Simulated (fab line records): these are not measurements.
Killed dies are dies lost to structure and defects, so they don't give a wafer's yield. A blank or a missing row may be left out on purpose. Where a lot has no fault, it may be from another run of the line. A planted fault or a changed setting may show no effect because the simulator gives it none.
Chamber matching -- flow nand harc -- NHARC_A_CHANNEL_FILL_D1_ETCHBACK_19 on rie si-02: 4 sister chambers
The step etches the open film in HBr/Cl2, target depth 5 nm, time 1.7 s. 4 wafers are shown with their chamber, then 9 later ones without.

WAFERS, EACH WITH ITS CHAMBER
wafer,chamber,drypump motor current A (A)
L085.6,2,5.9
L088.1,3,6.1
L088.2,0,5.9
L088.4,1,6.3

WAFERS WHOSE CHAMBER IS MISSING
wafer,drypump motor current A (A)
L090.1,5.9
L090.2,6.1
L090.6,5.9
L092.1,5.9
L092.2,6.1
L092.6,6.1
L096.1,6.1
L096.4,6.3
L096.5,5.8

THE CHAMBER EACH PASSED THROUGH
wafer,from the rows above,in truth
L090.1,can't be placed: 0 or 2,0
L090.2,3,3
L090.6,can't be placed: 0 or 2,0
L092.1,can't be placed: 0 or 2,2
L092.2,3,3
L092.6,3,3
L096.1,3,3
L096.4,1,1
L096.5,can't be placed: 0 or 2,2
5 of 9 placed correctly. These rows do not allow placing 4 (true chamber among the candidates in 4). Wrongly placed: 0.
How it was worked out, from the rows above alone: a wafer's distance from a chamber is the root of the sum, over the readings, of the square of ((its reading less the chamber's mean) divided by the reading's scatter). The wafer belongs to the nearest chamber; if the next one is less than 2 further off, it can't be placed. Each chamber's mean is taken over the wafers shown for it. The scatter: with one shown wafer a chamber, the root of the mean of the squares of how far each hidden wafer lies from its nearest shown one.
